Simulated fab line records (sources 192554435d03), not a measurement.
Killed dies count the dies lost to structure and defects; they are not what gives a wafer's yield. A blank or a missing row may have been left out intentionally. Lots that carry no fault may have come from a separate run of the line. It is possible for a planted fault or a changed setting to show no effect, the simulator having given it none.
Split-lot trial | flow n5-finfet | route with 1938 steps; 7 lots, 21 wafers read

## THE SPLIT ITSELF
At N5_BEOL_M11_ILD_DEP_00 (deposits SiCOH lowk from DEMS/porogen, target thk 308.51 nm, time 58 s), the setting time-s was moved away from the recipe's 58 s on 8 of the 21 wafers read, by -6.6% to +14.7%. The other wafers ran this setting at the recipe's value.

## FROM THE SPLIT TO THE READING: what the file shows between them, 1 step
- N5_BEOL_M11_CURE_71: cures SiCOH lowk, time 240 s

## THE READING
At N5_BEOL_M11_THK_MEAS_01: M11_ILD_THK, given in nm. On this fab line, fault-free wafers typically give 268 nm with a standard deviation of 3.6 nm.

wafer  | tool, chamber at the split | time-s as run, s | against the recipe | M11_ILD_THK, nm | against lot-mates on the recipe
L076.1 | pecvd-04, 1                | 54.17            | -6.6%              | 248             | -20
L076.2 | pecvd-04, 0                | 58               | recipe             | 268             | -
L076.5 | pecvd-04, 0                | 54.17            | -6.6%              | 257             | -11
L080.3 | pecvd-04, 2                | 58               | recipe             | 268             | -
L080.5 | pecvd-04, 0                | 58               | recipe             | 271             | -
L080.6 | pecvd-04, 2                | 58               | recipe             | 270             | -
L088.2 | pecvd-04, 1                | 58               | recipe             | 268             | -
L088.5 | pecvd-04, 0                | 66.5             | +14.7%             | 313             | +43
L088.6 | pecvd-04, 2                | 58               | recipe             | 272             | -
L089.2 | pecvd-01, 2                | 58               | recipe             | 270             | -
L089.5 | pecvd-01, 0                | 58               | recipe             | 275             | -
L089.6 | pecvd-01, 2                | 58               | recipe             | 272             | -
L092.1 | pecvd-04, 2                | 58               | recipe             | 261             | -
L092.3 | pecvd-04, 0                | 61.41            | +5.9%              | 282             | +18
L092.4 | pecvd-04, 1                | 58               | recipe             | 267             | -
L095.1 | pecvd-02, 2                | 58               | recipe             | 265             | -
L095.4 | pecvd-02, 1                | 58               | recipe             | 269             | -
L095.6 | pecvd-02, 0                | 65.42            | +12.8%             | 304             | +37
L097.2 | pecvd-01, 2                | 60.43            | +4.2%              | 279             | no lot-mate on the recipe
L097.3 | pecvd-01, 2                | 60.43            | +4.2%              | 281             | no lot-mate on the recipe
L097.6 | pecvd-01, 2                | 60.43            | +4.2%              | 284             | no lot-mate on the recipe

FIT RESULTS
A straight line over all 21 wafers: M11_ILD_THK changes by +2.78 nm for each +1% of time-s; r = +0.97; the points scatter about the line by 3.5 nm.
The same after taking each lot's own level away (the mean of its wafers on the recipe; 18 wafers): +2.8 nm for each +1%; r = +0.99; scatter 2.6 nm.
The reading moves by 41 nm for the largest change in time-s, on that fit.
From 264.0 to 272.3 nm: that is the span of the lots' own levels, equal to 2.3 times the standard deviation above.
The two slopes agree, so the slope changes little with the lot-to-lot level.
Check: with one of the wafers moved furthest among these (+14.7%) left out of the fit, the line predicts +40.6 nm for it against its lot-mates. Against them it came out at +43 nm.

## THESE WAFERS: OTHER SPLITS
Other splits were also applied to these wafers ahead of the reading. Each is held against what the fit with the lots' levels taken away leaves over:
other split on the same wafers | wafers away from the commonest value | r with M11_ILD_THK (lot level and that fit taken away)
N5_BEOL_M10_COAT_60 spin-rpm   | 4                                    | -0.25
N5_BEOL_M10_COAT_05 spin-rpm   | 8                                    | +0.41

## THE WHOLE CHAIN: every reading that the file lists as answering this split, in the file's order
step                    | what it does                                                           | reading                                                                                   | change (the file's fit)              | r (the file's)
N5_BEOL_M11_ILD_DEP_00  | deposits SiCOH lowk from DEMS/porogen, target thk 308.51 nm, time 58 s | SiCOH_lowk_of_BEOL_M11_ILD_DEP_00.thk-nm (the simulator's own value, which no gauge read) | +3.22 nm for each +1% of the setting | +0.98
N5_BEOL_M11_CURE_71     | cures SiCOH lowk, time 240 s                                           | SiCOH_lowk_of_BEOL_M11_ILD_DEP_00.thk-nm (the simulator's own value, which no gauge read) | +2.85 nm for each +1% of the setting | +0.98
N5_BEOL_M11_THK_MEAS_01 |                                                                        | M11_ILD_THK                                                                               | +2.86 for each +1% of the setting    | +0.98

## FILE'S OWN FIT
M11_ILD_THK changes by +2.86 nm for each +1% of time-s, r = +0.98.
